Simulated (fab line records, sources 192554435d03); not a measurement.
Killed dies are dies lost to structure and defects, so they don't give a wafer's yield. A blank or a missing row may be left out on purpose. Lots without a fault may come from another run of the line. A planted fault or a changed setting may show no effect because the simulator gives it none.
Chamber matching | flow n5_finfet | N5_BEOL_M3_STRIP_19 on rie_diel-06: 4 sister chambers
The step strips in O2. 4 wafers are shown with their chamber, then 10 later ones without.

WAFERS WITH THEIR CHAMBER
wafer  | chamber | showerhead_plenum_p_Torr (Torr)
L081.1 | 2       | 2.04
L081.2 | 0       | 2.15
L082.1 | 1       | 1.97
L082.2 | 3       | 2.18

WAFERS WITHOUT THEIR CHAMBER
wafer  | showerhead_plenum_p_Torr (Torr)
L082.5 | 2.15
L087.4 | 2.04
L087.5 | 2.04
L087.6 | 2.18
L093.1 | 2.15
L093.3 | 2.03
L093.5 | 2.18
L097.1 | 1.97
L097.3 | 2.15
L097.5 | 2.03

WHICH CHAMBER EACH WENT THROUGH
wafer  | from the rows above | in truth
L082.5 | 0                   | 0
L087.4 | 2                   | 2
L087.5 | 2                   | 2
L087.6 | 3                   | 3
L093.1 | 0                   | 0
L093.3 | 2                   | 2
L093.5 | 3                   | 3
L097.1 | 1                   | 1
L097.3 | 0                   | 0
L097.5 | 2                   | 2
Placed correctly: 10 of 10. Can't be placed from these rows: 0. Placed wrongly: 0.
How it was worked out, from the rows above alone: a wafer's distance from a chamber is the root of the sum, over the readings, of the square of ((its reading less the chamber's mean) divided by the reading's scatter). The wafer belongs to the nearest chamber; if the next one is less than 2 further off, it can't be placed. A chamber's mean is the mean of its shown wafers. The scatter: with one shown wafer a chamber, the root of the mean of the squares of how far each hidden wafer lies from its nearest shown one.
